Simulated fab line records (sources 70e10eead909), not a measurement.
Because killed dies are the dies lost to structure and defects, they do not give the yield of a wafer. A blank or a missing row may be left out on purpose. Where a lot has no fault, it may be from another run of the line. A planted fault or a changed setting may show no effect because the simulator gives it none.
Chamber matching ; flow nand harc ; NHARC_A_CONTACT_DESCUM_47 on rie diel-04 has 4 sister chambers
The step chemistry O2, time 3 s. 14 wafers are shown with their chamber, then 7 later ones without.

== WAFERS PAIRED WITH THEIR CHAMBERS ==
wafer;chamber;showerhead plenum p Torr (Torr);oes product au (a.u.);throttle valve pct (%)
L306.2;0;1.79;1.002;11.307
L306.4;3;1.94;1.005;11.301
L306.6;2;1.96;0.982;11.320
L307.2;3;1.94;1.001;11.317
L307.3;2;1.96;0.992;11.291
L307.4;1;1.86;1.002;11.312
L311.1;0;1.79;1.005;11.295
L311.4;1;1.86;1.011;11.310
L311.5;3;1.94;1.007;11.316
L312.2;1;1.85;0.997;11.319
L312.4;2;1.96;0.984;11.305
L312.5;0;1.79;1.011;11.309
L313.2;1;1.85;0.992;11.315
L313.4;3;1.94;1.017;11.296

SIGNATURES (averages over the wafers above)
reading;chamber 0;chamber 1;chamber 2;chamber 3;scatter within a chamber
showerhead plenum p Torr;1.7900;1.8550;1.9600;1.9400;0.00316
oes product au;1.00600;1.00050;0.98600;1.00750;0.00659
throttle valve pct;11.30367;11.31400;11.30533;11.30750;0.00958
Rule: distance of a wafer from a chamber = root of the sum over the readings of ((wafer's reading minus chamber's mean) / reading's scatter) squared. The wafer belongs to the nearest chamber; if the next one is less than 2 further off, it can't be placed. The scatter: the root of (the sum of the squares of (reading less its chamber's mean) over the shown wafers, divided by (wafers less chambers)).

== WAFERS WITH NO CHAMBER GIVEN ==
wafer;showerhead plenum p Torr (Torr);oes product au (a.u.);throttle valve pct (%)
L313.5;1.85;0.992;11.319
L314.4;1.79;1.005;11.301
L314.5;1.85;1.000;11.308
L314.6;1.94;1.017;11.307
L315.2;1.96;0.982;11.323
L315.4;1.85;0.992;11.311
L315.5;1.85;0.993;11.304

== WHICH CHAMBER EACH ONE RAN IN ==
wafer;from the rows above;in truth
L313.5;1;1
L314.4;0;0
L314.5;1;1
L314.6;3;3
L315.2;2;2
L315.4;1;1
L315.5;1;1
7 of 7 placed correctly. Number that these rows cannot place: 0. Wrongly placed: 0.
